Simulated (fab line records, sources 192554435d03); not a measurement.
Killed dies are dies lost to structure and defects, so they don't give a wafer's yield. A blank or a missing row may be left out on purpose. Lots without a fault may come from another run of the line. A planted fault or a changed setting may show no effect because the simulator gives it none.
Which tool did it? | flow n5_finfet | 6 lots, 18 wafers sampled, at 3 steps of a route of 1938

WHAT THE GAUGES READ, wafer by wafer
N5_BEOL_M7_THK_MEAS_01.
lot  | measured     | on            | M7_ILD_THK (nm)
L939 | day 10 00:35 | film_metro-01 | 155.0 151.6 151.0
L940 | day 10 06:46 | film_metro-01 | 149.8 153.8 155.2
L945 | day 11 10:39 | film_metro-01 | 154.9 158.5 157.8
L949 | day 12 20:06 | film_metro-02 | 154.6 157.5 155.8
L955 | day 14 09:26 | film_metro-01 | 153.0 154.8 156.8
L959 | day 15 19:17 | film_metro-02 | 151.2 154.7 152.2

WHICH TOOL RAN EACH LOT (tool, then ch and the chambers of the sampled wafers, then the start)
lot  | N5_BEOL_M6_ANNEAL_51             | N5_BEOL_M6_DEP_56
L939 | rtp_anneal-02 ch 0, day 9 23:12  | pecvd-04 ch 0,1, day 9 23:51
L940 | rtp_anneal-01 ch 0, day 10 05:20 | pecvd-03 ch 0,1, day 10 06:01
L945 | rtp_anneal-02 ch 0, day 11 09:20 | pecvd-04 ch 0,1, day 11 09:56
L949 | rtp_anneal-01 ch 0, day 12 18:46 | pecvd-02 ch 1,2, day 12 19:22
L955 | rtp_anneal-01 ch 0, day 14 08:05 | pecvd-04 ch 0,2, day 14 08:43
L959 | rtp_anneal-01 ch 0, day 15 17:55 | pecvd-02 ch 0,1,2, day 15 18:35
- N5_BEOL_M6_ANNEAL_51: time 90 s.
- N5_BEOL_M6_DEP_56: deposits SiCN from 3MS/NH3, target thk 10 nm, time 17.5 s.

THE ANSWER, worked out from the rows above alone
Rule: what is usual is taken from the lots themselves. Put in order of their means at a reading, lots are off if they are a third of the lots or fewer, leave a main group of 4 or more, and stand apart from it by a gap of 3 or more times the standard deviation of the main group's means; of several such gaps the widest counts. A main group whose means are all the same, to the digits that the tables above print for the reading, isn't used. A lot without any number at a reading at which 4 lots or more have one is off too. The other lots that the step has rows for count as sound.
No lot is off at any reading shown: from this, nothing can be told.

WHAT THE SIMULATOR HAD PUT IN
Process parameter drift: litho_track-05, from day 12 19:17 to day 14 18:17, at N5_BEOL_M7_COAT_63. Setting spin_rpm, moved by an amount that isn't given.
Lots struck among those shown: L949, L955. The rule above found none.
